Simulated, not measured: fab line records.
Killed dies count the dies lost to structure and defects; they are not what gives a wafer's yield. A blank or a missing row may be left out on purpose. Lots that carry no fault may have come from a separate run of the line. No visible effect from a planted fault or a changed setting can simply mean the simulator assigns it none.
Chamber matching + flow n5Finfet + N5_BEOL_M0_SAQP_ALD_48 on aldSin-01 has 4 sister chambers
The step deposits SiO2, target thk 20 nm, pulse time 1 s, co reactant pulse time 1 s. 24 wafers are shown with their chamber, then 12 later ones without.

## WAFERS, EACH WITH ITS CHAMBER
| wafer  | chamber | heaterPowerW (W) | precursorPulseHeightRel |
|--------|---------|------------------|-------------------------|
| L074.2 | 1       | 74               | 0.997                   |
| L074.3 | 0       | 76               | 0.969                   |
| L074.5 | 3       | 85               | 0.997                   |
| L077.4 | 3       | 89               | 1.017                   |
| L077.5 | 3       | 86               | 1.023                   |
| L077.6 | 2       | 69               | 0.983                   |
| L082.2 | 3       | 87               | 0.971                   |
| L082.4 | 0       | 77               | 1.024                   |
| L082.5 | 3       | 86               | 0.963                   |
| L083.2 | 2       | 68               | 0.960                   |
| L083.5 | 1       | 74               | 1.008                   |
| L083.6 | 2       | 70               | 1.020                   |
| L084.1 | 0       | 79               | 0.996                   |
| L084.3 | 2       | 69               | 0.982                   |
| L084.4 | 1       | 74               | 1.004                   |
| L085.1 | 0       | 79               | 0.997                   |
| L085.2 | 2       | 68               | 0.980                   |
| L085.5 | 0       | 77               | 1.009                   |
| L089.1 | 1       | 73               | 1.025                   |
| L089.2 | 0       | 78               | 1.015                   |
| L089.6 | 3       | 89               | 0.990                   |
| L090.2 | 0       | 76               | 0.991                   |
| L090.4 | 0       | 78               | 0.985                   |
| L090.6 | 3       | 90               | 0.970                   |

SIGNATURES (means of the wafers above)
| reading                 | chamber 0 | chamber 1 | chamber 2 | chamber 3 | scatter within a chamber |
|-------------------------|-----------|-----------|-----------|-----------|--------------------------|
| heaterPowerW            | 77.50     | 73.75     | 68.80     | 87.43     | 1.33                     |
| precursorPulseHeightRel | 0.99825   | 1.00850   | 0.98500   | 0.99014   | 0.0198                   |
Rule: distance of a wafer from a chamber = root of the sum over the readings of ((wafer's reading minus chamber's mean) / reading's scatter) squared. The wafer belongs to the nearest chamber; if the next one is less than 2 further off, it can't be placed. The scatter: the root of (the sum of the squares of (reading less its chamber's mean) over the shown wafers, divided by (wafers less chambers)).

## WAFERS WHOSE CHAMBER IS MISSING
| wafer  | heaterPowerW (W) | precursorPulseHeightRel |
|--------|------------------|-------------------------|
| L094.2 | 78               | 0.955                   |
| L094.3 | 74               | 0.979                   |
| L094.5 | 74               | 1.020                   |
| L095.1 | 69               | 1.034                   |
| L095.4 | 87               | 1.028                   |
| L095.5 | 87               | 1.015                   |
| L096.1 | 73               | 1.006                   |
| L096.4 | 70               | 0.998                   |
| L096.6 | 80               | 1.014                   |
| L097.1 | 74               | 0.981                   |
| L097.4 | 88               | 1.026                   |
| L097.6 | 89               | 1.006                   |

## CHAMBER TAKEN BY EACH
| wafer  | from the rows above     | in truth |
|--------|-------------------------|----------|
| L094.2 | can't be placed: 0 or 1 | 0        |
| L094.3 | can't be placed: 1 or 0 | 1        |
| L094.5 | 1                       | 1        |
| L095.1 | can't be placed: 2 or 1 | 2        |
| L095.4 | 3                       | 3        |
| L095.5 | 3                       | 3        |
| L096.1 | 1                       | 1        |
| L096.4 | can't be placed: 2 or 1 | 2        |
| L096.6 | 0                       | 0        |
| L097.1 | can't be placed: 1 or 0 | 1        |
| L097.4 | 3                       | 3        |
| L097.6 | 3                       | 3        |
Placed correctly: 7 of 12. Can't be placed from these rows: 5 (the true chamber is among the candidates in 5). 0 placed wrongly.
